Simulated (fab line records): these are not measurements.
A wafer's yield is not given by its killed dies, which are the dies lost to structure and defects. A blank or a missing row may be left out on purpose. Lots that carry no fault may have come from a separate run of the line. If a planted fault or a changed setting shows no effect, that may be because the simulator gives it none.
Struck lot and sound lot, side by side || flow n5 finfet || 39 steps out of a route of 1938
Sound: the wafers L556.1, L556.5, L556.6. Wafers L555.4, L555.5, L555.6 were the ones struck. At the end, the cause is stated.
Order at every step that has rows: each side's tool, ch and its chambers, its first start. Under that, the readings that differ: sound wafers || struck wafers || difference of the means || sigmas: that difference in standard deviations of wafers without a fault.
alike: readings with means less than 2 such deviations apart, plus words and numbers identical on both sides. not compared: withheld readings, readings lacking a value on some wafer, bounds such as >300 that could conceal the same value, and numbers that have no deviation in the record and whose values overlap.
A row with sigmas, a row that says differs or no value, or rows on one side alone: a step with any of these is where the two part. Numbers that don't overlap but have no deviation are shown without sigmas and don't part them. A reading that every wafer of one side lacks parts them only if that side has two wafers or more.

first, 11 steps without rows for these wafers: N5_BEOL_M4_SPUTTER_90 (material Cu, target thk 4.5 nm, time 8.29 s); N5_BEOL_M4_ANNEAL_91 (time 240 s); N5_BEOL_M4_SPUTTER_92 (material Cu, target thk 4.5 nm, time 8.29 s); N5_BEOL_M4_ANNEAL_93 (time 240 s); N5_BEOL_M4_SPUTTER_94 (material Cu, target thk 4.5 nm, time 8.29 s); N5_BEOL_M4_ANNEAL_95 (time 240 s); N5_BEOL_M4_SPUTTER_96 (material Cu, target thk 4.5 nm, time 8.29 s); N5_BEOL_M4_ECD_50 (material Cu, target thk 300 nm); N5_BEOL_M4_ANNEAL_51 (time 90 s); N5_BEOL_M4_CMP_52 (polishes, stops on SiOC, t overpolish 6.8 s, target thk 40 nm); N5_BEOL_M4_PRE_CLEAN_60 (time 15 s).
N5_BEOL_M4_CO_CAP_55: material Co, precursor CCTBA/H2, target thk 2 nm, time 102.1 s.
  sound on cvd co-02 ch 0,1, day 12 04:11; struck on cvd co-01 ch 0,1,2, day 11 20:32
  alike: heater power w
then, 2 steps without rows for these wafers: N5_BEOL_M4_PRE_CLEAN_56 (time 15 s); N5_BEOL_M4_DEP_57 (deposits SiCN from 3MS/NH3, target thk 8 nm, time 14 s).
N5_BEOL_M4_INSPECT_59: inspects for defects (darkfield).
  sound on defect inspect-01, day 12 04:26; struck on defect inspect-02, day 11 20:43
{"reading": "raw defect count", "sound": "72 62 58", "struck": "1490 1464 1537", "difference": "+1433", "sigmas": "+62"}
N5_BEOL_M4_RC_MEAS_101:
  sound on prober-01 ch 0, day 12 04:27; struck on prober-02 ch 0, day 11 21:13
  alike: DIBL_N, DIBL_P, IOFF_N, IOFF_P, ION_N, ION_P, SS_N, SS_P, VT_N, VT_P
then, 13 steps without rows for these wafers: N5_BEOL_M5_ILD_DEP_00 (deposits SiCOH lowk from DEMS/porogen, target thk 140.64 nm, time 25.9 s); N5_BEOL_M5_CURE_79 (cures SiCOH lowk, time 240 s); N5_BEOL_M5_PECVD_70 (deposits SiO2 from TEOS/O2, target thk 16 nm, time 18 s); N5_BEOL_M5_HM_DEP_02 (deposits TiN, target thk 20 nm); N5_BEOL_M5_COAT_59 (time 60 s, resist thk 60 nm); N5_BEOL_M5_COAT_60 (time 60 s, resist thk 12 nm); N5_BEOL_M5_COAT_71 (time 60 s, resist thk 5 nm); N5_BEOL_M5_COAT_05 (resist thk 30 nm); N5_BEOL_M5_EBR_07; N5_BEOL_M5_SOFTBAKE_06 (time 60 s); N5_BEOL_M5_EXPOSE_08 (exposes mask M5, target cd 28 nm); N5_BEOL_M5_PEB_09 (peb time 60 s); N5_BEOL_M5_DEVELOP_10 (develop time 30 s).
N5_BEOL_M5_INSPECT_13: inspects for defects (brightfield).
  sound on defect inspect-01, day 12 08:25; struck on defect inspect-02, day 12 01:06
{"reading": "raw defect count", "sound": "499 371 428", "struck": "1830 2211 1916", "difference": "+1553", "sigmas": "+16"}
then, 7 steps without rows for these wafers: N5_BEOL_M5_DESCUM_16 (chemistry O2, time 7 s); N5_BEOL_M5_ETCH_72 (etches underlayer in N2/H2, target depth 6.5 nm, time 5.2 s); N5_BEOL_M5_ETCH_61 (etches SiARC in CF4, target depth 15.6 nm, time 26 s); N5_BEOL_M5_ETCH_62 (etches SOC in N2/H2, target depth 75 nm, overetch 15 nm, time 112.5 s); N5_BEOL_M5_STRIP_63 (strips in N2/H2); N5_BEOL_M5_STRIP_73 (strips in N2/H2); N5_BEOL_M5_STRIP_64 (strips in CF4).
N5_BEOL_M5_INSPECT_30: inspects for defects (brightfield).
  sound on defect inspect-01, day 12 10:30; struck on defect inspect-01, day 12 02:49
{"reading": "raw defect count", "sound": "505 354 428", "struck": "1853 2185 1923", "difference": "+1558", "sigmas": "+16"}
-- the record jumps here: 4 days lie between the struck wafers' starts before and after (it left off in module BEOL_M5 and takes up again in module PASSIVATION, whose first step shown is number 1936 of the route) --
N5_PASSIVATION_PROBE_49:
  only the struck wafers here have rows in the record (prober-02, day 16 07:16); the sound ones have none

WHERE THEY PART
At N5_BEOL_M4_INSPECT_59 first; at N5_PASSIVATION_PROBE_49 last (within this record only).

WHY: the cause the simulator had injected
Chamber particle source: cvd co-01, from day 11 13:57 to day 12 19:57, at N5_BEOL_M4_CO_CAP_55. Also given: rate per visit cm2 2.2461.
